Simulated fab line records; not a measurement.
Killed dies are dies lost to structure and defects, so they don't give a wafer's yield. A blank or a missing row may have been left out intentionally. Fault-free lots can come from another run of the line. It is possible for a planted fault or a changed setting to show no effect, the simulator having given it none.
Code-filled problem report in 8D (eight disciplines) form / flow nandHarc / the parts of the form that need people (team, actions taken, sign-off) are left out

== 1. WHAT WENT WRONG ==
Wafers without a fault read 100.1 nm, standard deviation 0.53; cdNm at NHARC_A_CHANNEL_HOLE_D1_CD_MEAS_10 reads a mean of 84.6 nm on 6 wafers belonging to 2 lots. Relative to the usual mean, that is a shift of -29 standard deviations.
The step: target cd 100 nm.
Seen first at day 12 11:39 on cdSem-03, wafer L860.1. Wafers with a number at this step in the record: 24, from 8 lots. Rule for "out", or "out of limits": more than 4 standard deviations from the usual mean. The other wafers with a number count as sound.

== 2. WHAT IT IS, WHAT IT ISN'T ==
question=which readings at this step | is=cdNm | is not=-
question=which lots | is=L860, L862 | is not=L857, L863, L864, L865, L868, L873
question=which wafers of those lots | is=all that have a number | is not=-
question=read on which gauges | is=cdSem-01, cdSem-03 | is not=cdSem-02
question=when | is=from day 12 11:39 | is not=up to then (3 sound wafers); but 15 sound wafers of L863, L864, L865, L868, L873 came after

== 3. WHAT RULES OUT EACH SUSPECT ==
Counting: a tool at a process step up to the reading stays a suspect if it ran every lot that is out and no sound lot after the first of them.
- ruled out: the gauge at NHARC_A_CHANNEL_HOLE_D1_CD_MEAS_10. 2 gauges (cdSem-01, cdSem-03) read the wafers that are out.
- arfiScanner-01 at NHARC_A_CHANNEL_HOLE_D1_EXPOSE_07 (exposes mask HOLE D1, target cd 100 nm): kept. All lots that are out passed through it, beginning with L860 at day 12 11:31, and no sound lot followed; its final sound lot before that point was L857 at day 10 17:51. On those wafers its own readings are out: exposureDoseMJCm2.
Remaining after the count: arfiScanner-01 at NHARC_A_CHANNEL_HOLE_D1_EXPOSE_07.

== 4. THE CAUSE (what the simulator had put in) ==
Process parameter drift: arfiScanner-01, from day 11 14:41 on, at NHARC_A_CHANNEL_HOLE_D1_EXPOSE_07. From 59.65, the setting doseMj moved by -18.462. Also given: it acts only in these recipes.
Only this tool survived the counting.

== 5. THE EFFECT CHAIN, in route order ==
Each row: a reading where the mean over the struck wafers with a number is more than 3 standard deviations away from the usual. Scope: only readings with a usual standard deviation given in the record; hours: median across lots of the time from each lot's start at the first step in this table that gives one to its start at this step; sigmas: change in usual standard deviations.
hours=0; step=NHARC_A_CHANNEL_HOLE_D1_EXPOSE_07; reading=exposureDoseMJCm2; usual=59.59; on struck wafers=43.02; change=-16.57; sigmas=-99 or more
hours=0; step=NHARC_A_CHANNEL_HOLE_D1_CD_MEAS_10; reading=cdNm; usual=100.1 nm; on struck wafers=84.6; change=-15.5; sigmas=-29
hours=7; step=NHARC_A_CHANNEL_HOLE_D1_CD_MEAS_30; reading=cdNm; usual=90.1 nm; on struck wafers=73.9; change=-16.2; sigmas=-13
hours=8; step=NHARC_A_CHANNEL_HOLE_D1_XSEM_31; reading=botCdNm; usual=74.7 nm; on struck wafers=58.5; change=-16.2; sigmas=-14
hours=384; step=NHARC_END_WLT_00; reading=VT_DECK1_BOTTOM; usual=0.872; on struck wafers=0.818; change=-0.054; sigmas=-6.7
hours=384; step=NHARC_END_WLT_00; reading=VT_DECK1_BOTTOM_INNER; usual=0.872; on struck wafers=0.817; change=-0.055; sigmas=-6.5
hours=384; step=NHARC_END_WLT_00; reading=VT_DECK1_MEDIAN_NEAR_BOTTOM; usual=0.873; on struck wafers=0.817; change=-0.056; sigmas=-6.9
hours=384; step=NHARC_END_WLT_00; reading=VT_DECK1_MEDIAN_NEAR_BOTTOM_INNER; usual=0.874; on struck wafers=0.817; change=-0.057; sigmas=-7.0
hours=384; step=NHARC_END_WLT_00; reading=VT_DECK1_MIDDLE; usual=0.885; on struck wafers=0.839; change=-0.046; sigmas=-5.5
hours=384; step=NHARC_END_WLT_00; reading=VT_DECK1_MIDDLE_INNER; usual=0.885; on struck wafers=0.839; change=-0.046; sigmas=-5.7
hours=384; step=NHARC_END_WLT_00; reading=VT_DECK1_TOP; usual=0.896; on struck wafers=0.858; change=-0.038; sigmas=-4.9
hours=384; step=NHARC_END_WLT_00; reading=VT_DECK1_TOP_INNER; usual=0.897; on struck wafers=0.857; change=-0.040; sigmas=-4.9
hours=387; step=NHARC_END_SORT_01; reading=killedAtArray; usual=57; on struck wafers=236; change=+179; sigmas=+8.9
hours=387; step=NHARC_END_SORT_01; reading=killedDies; usual=62; on struck wafers=242; change=+180; sigmas=+8.6
Here are the process steps it includes:
- NHARC_A_CHANNEL_HOLE_D1_EXPOSE_07: exposes mask HOLE D1, target cd 100 nm.
- NHARC_A_CHANNEL_HOLE_D1_XSEM_31

== 6. WHAT WOULD HAVE CAUGHT IT SOONER ==
21 hours passed between the start of the fault at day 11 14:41 and the first reading out of limits at a measuring or inspecting step in this record, taken at day 12 11:39.
Tool's own readings at NHARC_A_CHANNEL_HOLE_D1_EXPOSE_07, exposureDoseMJCm2: out on all struck wafers the step has rows for; an alarm limit on them would have tripped on the first.
Lots out: 2; of these, L862 started NHARC_A_CHANNEL_HOLE_D1_EXPOSE_07 on arfiScanner-01 after day 12 11:39. A tool hold placed at that time would have kept it from harm.
